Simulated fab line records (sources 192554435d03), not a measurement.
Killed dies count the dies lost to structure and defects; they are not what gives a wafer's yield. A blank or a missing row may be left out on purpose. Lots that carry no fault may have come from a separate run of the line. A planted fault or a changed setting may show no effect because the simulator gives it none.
Chamber matching :: flow n5 finfet :: N5_GATE_CUT_PECVD_57 on pecvd-02: 3 sister chambers
The step deposits SiNx from SiH4/NH3/N2, target thk 21 nm. 18 wafers are shown with their chamber, then 9 later ones without.

== EACH WAFER AND ITS CHAMBER ==
wafer: L076.3
chamber: 0
showerhead plenum p Torr (Torr): 5.22
throttle valve pct (%): 40.5
showerhead vpp V (V): 1024

wafer: L076.4
chamber: 0
showerhead plenum p Torr (Torr): 5.23
throttle valve pct (%): 40.8
showerhead vpp V (V): 1038

wafer: L076.5
chamber: 1
showerhead plenum p Torr (Torr): 5.25
throttle valve pct (%): 41.9
showerhead vpp V (V): 1034

wafer: L078.2
chamber: 0
showerhead plenum p Torr (Torr): 5.19
throttle valve pct (%): 40.7
showerhead vpp V (V): 1026

wafer: L078.4
chamber: 2
showerhead plenum p Torr (Torr): 5.01
throttle valve pct (%): 39.0
showerhead vpp V (V): 1010

wafer: L078.5
chamber: 0
showerhead plenum p Torr (Torr): 5.21
throttle valve pct (%): 40.6
showerhead vpp V (V): 1037

wafer: L080.2
chamber: 1
showerhead plenum p Torr (Torr): 5.25
throttle valve pct (%): 42.2
showerhead vpp V (V): 1023

wafer: L080.4
chamber: 1
showerhead plenum p Torr (Torr): 5.25
throttle valve pct (%): 42.1
showerhead vpp V (V): 1033

wafer: L080.5
chamber: 0
showerhead plenum p Torr (Torr): 5.22
throttle valve pct (%): 40.7
showerhead vpp V (V): 1031

wafer: L081.2
chamber: 1
showerhead plenum p Torr (Torr): 5.24
throttle valve pct (%): 41.8
showerhead vpp V (V): 1036

wafer: L081.3
chamber: 0
showerhead plenum p Torr (Torr): 5.21
throttle valve pct (%): 40.8
showerhead vpp V (V): 1047

wafer: L081.5
chamber: 0
showerhead plenum p Torr (Torr): 5.21
throttle valve pct (%): 40.9
showerhead vpp V (V): 1032

wafer: L090.1
chamber: 1
showerhead plenum p Torr (Torr): 5.25
throttle valve pct (%): 41.9
showerhead vpp V (V): 1038

wafer: L090.2
chamber: 0
showerhead plenum p Torr (Torr): 5.21
throttle valve pct (%): 40.8
showerhead vpp V (V): 1033

wafer: L090.3
chamber: 0
showerhead plenum p Torr (Torr): 5.22
throttle valve pct (%): 40.8
showerhead vpp V (V): 1028

wafer: L092.1
chamber: 2
showerhead plenum p Torr (Torr): 5.01
throttle valve pct (%): 39.6
showerhead vpp V (V): 1013

wafer: L092.3
chamber: 1
showerhead plenum p Torr (Torr): 5.26
throttle valve pct (%): 42.1
showerhead vpp V (V): 1037

wafer: L092.4
chamber: 1
showerhead plenum p Torr (Torr): 5.24
throttle valve pct (%): 42.1
showerhead vpp V (V): 1019

SIGNATURES, as means of the wafers listed above
reading: showerhead plenum p Torr
chamber 0: 5.2133
chamber 1: 5.2486
chamber 2: 5.0100
scatter within a chamber: 0.00926

reading: throttle valve pct
chamber 0: 40.733
chamber 1: 42.014
chamber 2: 39.300
scatter within a chamber: 0.169

reading: showerhead vpp V
chamber 0: 1032.89
chamber 1: 1031.43
chamber 2: 1011.50
scatter within a chamber: 6.98
Rule: for each reading, subtract the chamber's mean from the wafer's reading, divide by that reading's scatter and square the result; add these up over the readings and take the root, which gives the wafer's distance from the chamber. The wafer belongs to the nearest chamber; if the next one is less than 2 further off, it can't be placed. The scatter: take each reading less its chamber's mean, square it, sum over the shown wafers, divide by the number of wafers less the number of chambers, and take the root.

== WAFERS WITH NO CHAMBER GIVEN ==
wafer: L093.2
showerhead plenum p Torr (Torr): 5.25
throttle valve pct (%): 42.0
showerhead vpp V (V): 1038

wafer: L093.4
showerhead plenum p Torr (Torr): 5.24
throttle valve pct (%): 42.0
showerhead vpp V (V): 1027

wafer: L093.6
showerhead plenum p Torr (Torr): 4.98
throttle valve pct (%): 40.0
showerhead vpp V (V): 991

wafer: L094.2
showerhead plenum p Torr (Torr): 5.25
throttle valve pct (%): 41.9
showerhead vpp V (V): 1028

wafer: L094.3
showerhead plenum p Torr (Torr): 4.99
throttle valve pct (%): 39.6
showerhead vpp V (V): 1028

wafer: L094.5
showerhead plenum p Torr (Torr): 5.01
throttle valve pct (%): 39.7
showerhead vpp V (V): 1039

wafer: L095.1
showerhead plenum p Torr (Torr): 5.21
throttle valve pct (%): 40.7
showerhead vpp V (V): 1035

wafer: L095.4
showerhead plenum p Torr (Torr): 5.25
throttle valve pct (%): 42.0
showerhead vpp V (V): 1027

wafer: L095.6
showerhead plenum p Torr (Torr): 5.22
throttle valve pct (%): 40.5
showerhead vpp V (V): 1032

== WHICH CHAMBER EACH ONE RAN IN ==
wafer: L093.2
from the rows above: 1
in truth: 1

wafer: L093.4
from the rows above: 1
in truth: 1

wafer: L093.6
from the rows above: 2
in truth: 2

wafer: L094.2
from the rows above: 1
in truth: 1

wafer: L094.3
from the rows above: 2
in truth: 2

wafer: L094.5
from the rows above: 2
in truth: 2

wafer: L095.1
from the rows above: 0
in truth: 0

wafer: L095.4
from the rows above: 1
in truth: 1

wafer: L095.6
from the rows above: 0
in truth: 0
9 of 9 placed correctly. Can't be placed from these rows: 0. Placed wrongly: 0.
